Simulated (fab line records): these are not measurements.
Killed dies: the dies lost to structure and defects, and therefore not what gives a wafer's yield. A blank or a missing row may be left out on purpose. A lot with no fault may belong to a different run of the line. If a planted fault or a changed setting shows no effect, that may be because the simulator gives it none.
Matching of chambers :: flow n5 finfet :: 4 sister chambers for N5_DUMMY_GATE_CMP_04 on cmp-02
The step polishes a-Si. 18 wafers are shown with their chamber, then 9 later ones without.

== WAFERS WITH THEIR CHAMBER ==
wafer: L083.2
chamber: 0
motor current A (A): 11.4
time to endpoint s (s): 16.4

wafer: L083.5
chamber: 2
motor current A (A): 9.9
time to endpoint s (s): 14.0

wafer: L083.6
chamber: 3
motor current A (A): 9.2
time to endpoint s (s): 11.2

wafer: L086.1
chamber: 2
motor current A (A): 10.9
time to endpoint s (s): 15.2

wafer: L086.3
chamber: 1
motor current A (A): 10.4
time to endpoint s (s): 15.0

wafer: L086.5
chamber: 0
motor current A (A): 10.3
time to endpoint s (s): 14.8

wafer: L087.1
chamber: 2
motor current A (A): 11.1
time to endpoint s (s): 16.0

wafer: L087.4
chamber: 3
motor current A (A): 9.4
time to endpoint s (s): 14.9

wafer: L087.5
chamber: 1
motor current A (A): 10.6
time to endpoint s (s): 14.6

wafer: L089.1
chamber: 0
motor current A (A): 10.9
time to endpoint s (s): 17.1

wafer: L089.4
chamber: 1
motor current A (A): 10.2
time to endpoint s (s): 15.3

wafer: L089.5
chamber: 0
motor current A (A): 10.3
time to endpoint s (s): 15.9

wafer: L090.1
chamber: 3
motor current A (A): 8.9
time to endpoint s (s): 14.6

wafer: L090.2
chamber: 0
motor current A (A): 10.5
time to endpoint s (s): 15.0

wafer: L090.5
chamber: 2
motor current A (A): 10.6
time to endpoint s (s): 17.3

wafer: L091.2
chamber: 3
motor current A (A): 9.5
time to endpoint s (s): 12.1

wafer: L091.3
chamber: 0
motor current A (A): 10.3
time to endpoint s (s): 17.7

wafer: L091.6
chamber: 1
motor current A (A): 10.7
time to endpoint s (s): 14.8

SIGNATURES, as means of the wafers listed above
reading: motor current A
chamber 0: 10.617
chamber 1: 10.475
chamber 2: 10.625
chamber 3: 9.250
scatter within a chamber: 0.396

reading: time to endpoint s
chamber 0: 16.150
chamber 1: 14.925
chamber 2: 15.625
chamber 3: 13.200
scatter within a chamber: 1.27
Rule: a wafer's distance from a chamber is the root of the sum, over the readings, of the square of ((its reading less the chamber's mean) divided by the reading's scatter). If the next closest chamber is less than 2 further off than the closest, the wafer can't be placed; otherwise it belongs to the closest. The scatter: the root of (the sum of the squares of (reading less its chamber's mean) over the shown wafers, divided by (wafers less chambers)).

== WAFERS WHOSE CHAMBER IS MISSING ==
wafer: L095.1
motor current A (A): 10.4
time to endpoint s (s): 14.8

wafer: L095.3
motor current A (A): 8.7
time to endpoint s (s): 14.0

wafer: L095.4
motor current A (A): 10.6
time to endpoint s (s): 15.2

wafer: L096.1
motor current A (A): 9.0
time to endpoint s (s): 13.9

wafer: L096.3
motor current A (A): 10.0
time to endpoint s (s): 15.1

wafer: L096.5
motor current A (A): 10.6
time to endpoint s (s): 15.6

wafer: L097.1
motor current A (A): 10.5
time to endpoint s (s): 18.1

wafer: L097.3
motor current A (A): 10.6
time to endpoint s (s): 16.7

wafer: L097.5
motor current A (A): 11.0
time to endpoint s (s): 17.8

== WHICH CHAMBER EACH ONE RAN IN ==
wafer: L095.1
from the rows above: can't be placed: 1 or 2 or 0
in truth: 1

wafer: L095.3
from the rows above: 3
in truth: 3

wafer: L095.4
from the rows above: can't be placed: 2 or 1 or 0
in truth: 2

wafer: L096.1
from the rows above: 3
in truth: 3

wafer: L096.3
from the rows above: can't be placed: 1 or 2 or 0 or 3
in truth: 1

wafer: L096.5
from the rows above: can't be placed: 2 or 0 or 1
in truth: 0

wafer: L097.1
from the rows above: can't be placed: 0 or 2 or 1
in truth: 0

wafer: L097.3
from the rows above: can't be placed: 0 or 2 or 1
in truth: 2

wafer: L097.5
from the rows above: can't be placed: 0 or 2 or 1
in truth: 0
Correctly placed: 2 of 9. Can't be placed from these rows: 7 (the true chamber is among the candidates in 7). Wrongly placed: 0.
